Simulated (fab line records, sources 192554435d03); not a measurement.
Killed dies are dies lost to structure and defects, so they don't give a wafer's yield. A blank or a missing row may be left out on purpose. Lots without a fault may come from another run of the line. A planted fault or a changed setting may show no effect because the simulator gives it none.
Which tool did it? | flow n5_finfet | 24 lots, 72 wafers sampled, at 1 step of a route of 1938

WHAT THE GAUGES READ, wafer by wafer
N5_BEOL_M1_INSPECT_30: inspects for defects (brightfield). Usual: raw_defect_count 430, standard deviation 97.
lot  | measured     | on                | raw_defect_count | flag
L074 | day 6 01:46  | defect_inspect-02 | 439 281 452      |
L075 | day 6 13:21  | defect_inspect-01 | 339 339 470      |
L076 | day 6 19:37  | defect_inspect-01 | 377 403 362      |
L077 | day 6 20:38  | defect_inspect-01 | 548 593 373      |
L078 | day 7 06:26  | defect_inspect-01 | 637 527 567      |
L079 | day 7 09:43  | defect_inspect-02 | 350 435 399      |
L080 | day 7 15:02  | defect_inspect-01 | 302 520 603      |
L081 | day 7 23:14  | defect_inspect-01 | 761 552 648      |
L082 | day 8 04:07  | defect_inspect-02 | 689 315 439      |
L083 | day 8 08:49  | defect_inspect-01 | 529 357 569      |
L084 | day 8 16:19  | defect_inspect-01 | 560 511 343      |
L085 | day 9 02:55  | defect_inspect-01 | 563 397 517      |
L087 | day 9 13:22  | defect_inspect-01 | 344 340 365      |
L086 | day 9 13:34  | defect_inspect-02 | 405 319 334      |
L088 | day 9 17:12  | defect_inspect-02 | 401 471 411      |
L089 | day 9 22:04  | defect_inspect-02 | 290 454 386      |
L090 | day 10 02:06 | defect_inspect-02 | 350 342 434      |
L091 | day 10 11:50 | defect_inspect-01 | 416 323 293      |
L092 | day 10 12:47 | defect_inspect-02 | 367 378 458      |
L093 | day 10 18:22 | defect_inspect-01 | 564 417 467      |
L094 | day 11 04:46 | defect_inspect-02 | 454 431 348      |
L096 | day 11 12:51 | defect_inspect-01 | 389 403 461      |
L095 | day 11 13:05 | defect_inspect-02 | 369 394 288      |
L097 | day 12 05:03 | defect_inspect-02 | 437 497 325      |

WHICH TOOL RAN EACH LOT (tool, then ch and the chambers of the sampled wafers, then the start)
The record holds no process step before these readings.

WHAT THE TOOLS THEMSELVES READ (means of the sampled wafers that have a number; where no wafer has one, the mark that the record gives instead)
The record holds no such reading with a usual standard deviation.

THE ANSWER, worked out from the rows above alone
Rule: a lot is off if the mean of its wafers that have a number lies more than 3 standard deviations from the usual mean. A lot without any number at a reading at which 4 lots or more have one is off too. The other lots that the step has rows for count as sound. The gauges are gone through in route order, then the tools' own readings, and for those a lot's mean is taken as printed above. The first step at which some lot is off is used, and at that step the reading that is off furthest; a lot without a number counts as furthest.
No lot is off at any reading shown: from this, nothing can be told.

WHAT THE SIMULATOR HAD PUT IN
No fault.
